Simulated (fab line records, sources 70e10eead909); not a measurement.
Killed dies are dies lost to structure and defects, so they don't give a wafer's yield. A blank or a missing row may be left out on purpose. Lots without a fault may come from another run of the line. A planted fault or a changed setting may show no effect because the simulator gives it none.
A struck lot beside a sound one | flow nand_harc | 24 steps out of a route of 1159
Sound: wafers L154.1, L154.2, L154.5. Struck: wafer L158.3. (L158.6 of the same lot was not struck and is left out.) The cause comes at the end.
At each step with rows: each side's tool, then ch and its chambers, then its first start. Under that, the readings that differ: sound wafers | struck wafers | difference of the means | sigmas: that difference in standard deviations of wafers without a fault.
alike: readings whose means differ by less than 2 such deviations, and words and numbers that are the same on both sides. not compared: withheld readings, readings that some wafer has no value for, bounds like >300 that may hide the same value, and numbers for which the record gives no deviation and whose values overlap.
The two part at a step that has a row with sigmas, a row that says differs or no value, or rows on one side only. Numbers that don't overlap but have no deviation are shown without sigmas and don't part them. A reading that every wafer of one side lacks parts them only if that side has two wafers or more.

NHARC_P_CONTACT_DEP_00: deposits SiO2, target thk 500 nm.
  sound on pecvd-01 ch 0,1,2; struck on pecvd-03 ch 0
  alike: chamber_pressure_Torr, heater_power_w, throttle_valve_pct
NHARC_P_CONTACT_CMP_01: polishes SiO2, target thk 200 nm.
  sound on cmp-02 ch 1,3, day 6 03:46; struck on cmp-02 ch 3, day 6 23:40
  alike: motor_current_A
then, 9 steps without rows for these wafers: NHARC_P_CONTACT_SRD_03; NHARC_P_CONTACT_DEHYDRATE_04 (time 120 s); NHARC_P_CONTACT_HMDS_05 (time 30 s); NHARC_P_CONTACT_COAT_33 (time 75 s); NHARC_P_CONTACT_COAT_34 (time 65 s); NHARC_P_CONTACT_COAT_06 (resist thk 90 nm); NHARC_P_CONTACT_SOFTBAKE_07 (time 55 s); NHARC_P_CONTACT_EBR_08; NHARC_P_CONTACT_EXPOSE_09 (exposes mask P CA, target cd 90 nm).
NHARC_P_CONTACT_PEB_10: peb time 65 s.
  sound on litho_track-01 ch 0, day 6 04:29; struck on litho_track-01 ch 0, day 7 00:13
  alike: exhaust_pa, plate_temp_C
then, 1 step without rows for these wafers: NHARC_P_CONTACT_DEVELOP_11 (develop time 35 s).
NHARC_P_CONTACT_CD_MEAS_12: target cd 90 nm.
  sound on cd_sem-01 ch 0, day 6 04:34; struck on cd_sem-01 ch 0, day 7 00:18
  reading    | sound          | struck | difference | sigmas
  cd_nm (nm) | 88.8 91.1 90.7 | 103.5  | +13.3      | +19
NHARC_P_CONTACT_OVL_MEAS_13:
  sound on overlay-01, day 6 04:40; struck on overlay-01, day 7 00:23
  alike: overlay_x_nm, overlay_y_nm
NHARC_P_CONTACT_INSPECT_14:
  sound on defect_inspect-02, day 6 04:41; struck on defect_inspect-01, day 7 00:25
  alike: raw_defect_count
NHARC_P_CONTACT_DESCUM_17: chemistry O2, time 3 s.
  sound on rie_diel-02 ch 0,2,3, day 6 04:46; struck on rie_diel-08 ch 2, day 7 00:30
  reading                    | sound             | struck | difference | sigmas
  oes_product_au (a.u.)      | 0.986 1.008 1.012 | 0.978  | -0.024     | -2
  model.P_CONTACT.cd_nm (nm) | 87.8 90.28 90.09  | 103.7  | +14.3      |
  alike: drypump_motor_current_A, rf_vpp_V, showerhead_plenum_p_Torr, throttle_valve_pct
  not compared: rf_hours_counter_h
NHARC_P_CONTACT_ETCH_35: etches the open film in CF4, target depth 39 nm, time 65 s.
  sound on rie_diel-02 ch 0,1, day 6 04:53; struck on rie_diel-08 ch 0, day 7 00:34
  alike: bias_w, drypump_motor_current_A, oes_product_au, rf_vpp_V, showerhead_plenum_p_Torr, throttle_valve_pct
  not compared: rf_hours_counter_h
NHARC_P_CONTACT_ETCH_36: etches the open film in N2/H2, target depth 260 nm, time 406.25 s.
  sound on rie_diel-02 ch 0,2,3; struck on rie_diel-08 ch 0
  alike: bias_w, drypump_motor_current_A, n2_flow_sccm, oes_product_au, rf_vpp_V, showerhead_plenum_p_Torr, throttle_valve_pct
  not compared: rf_hours_counter_h
then, 2 steps without rows for these wafers: NHARC_P_CONTACT_ETCH_18 (etches the open film in C4F8/O2/Ar, target depth 481 nm, time 240.5 s); NHARC_P_CONTACT_STRIP_37 (strips in C4F8/O2/Ar).
NHARC_P_CONTACT_ETCH_31: etches the open film in CH3F/O2, target depth 30 nm, time 85.7 s.
  sound on rie_diel-02 ch 0,1,3; struck on rie_diel-08 ch 3
  reading                    | sound             | struck | difference | sigmas
  rf_vpp_V (V)               | 243.5 242.8 244.9 | 247.1  | +3.4       | +2
  model.P_CONTACT.cd_nm (nm) | 85.94 90.65 94.35 | 105.8  | +15.5      |
  alike: bias_w, ch3f_flow_sccm, drypump_motor_current_A, oes_product_au, showerhead_plenum_p_Torr, throttle_valve_pct
  not compared: rf_hours_counter_h
NHARC_P_CONTACT_CD_MEAS_19:
  sound on cd_sem-03, day 6 05:41; struck on cd_sem-03, day 7 01:22
  reading    | sound          | struck | difference | sigmas
  cd_nm (nm) | 86.5 90.6 94.5 | 106.0  | +15.5      | +7
NHARC_P_CONTACT_STRIP_28: strips in O2.
  sound on rie_diel-05 ch 0,3, day 6 05:46; struck on rie_diel-08 ch 3, day 7 01:28
  reading               | sound             | struck | difference | sigmas
  oes_product_au (a.u.) | 1.004 1.014 1.006 | 0.988  | -0.020     | -2
  alike: drypump_motor_current_A, rf_vpp_V, showerhead_plenum_p_Torr, throttle_valve_pct
  not compared: rf_hours_counter_h

WHERE THEY PART
First at NHARC_P_CONTACT_CD_MEAS_12; last, within this record, at NHARC_P_CONTACT_STRIP_28.

WHY: what the simulator had put in
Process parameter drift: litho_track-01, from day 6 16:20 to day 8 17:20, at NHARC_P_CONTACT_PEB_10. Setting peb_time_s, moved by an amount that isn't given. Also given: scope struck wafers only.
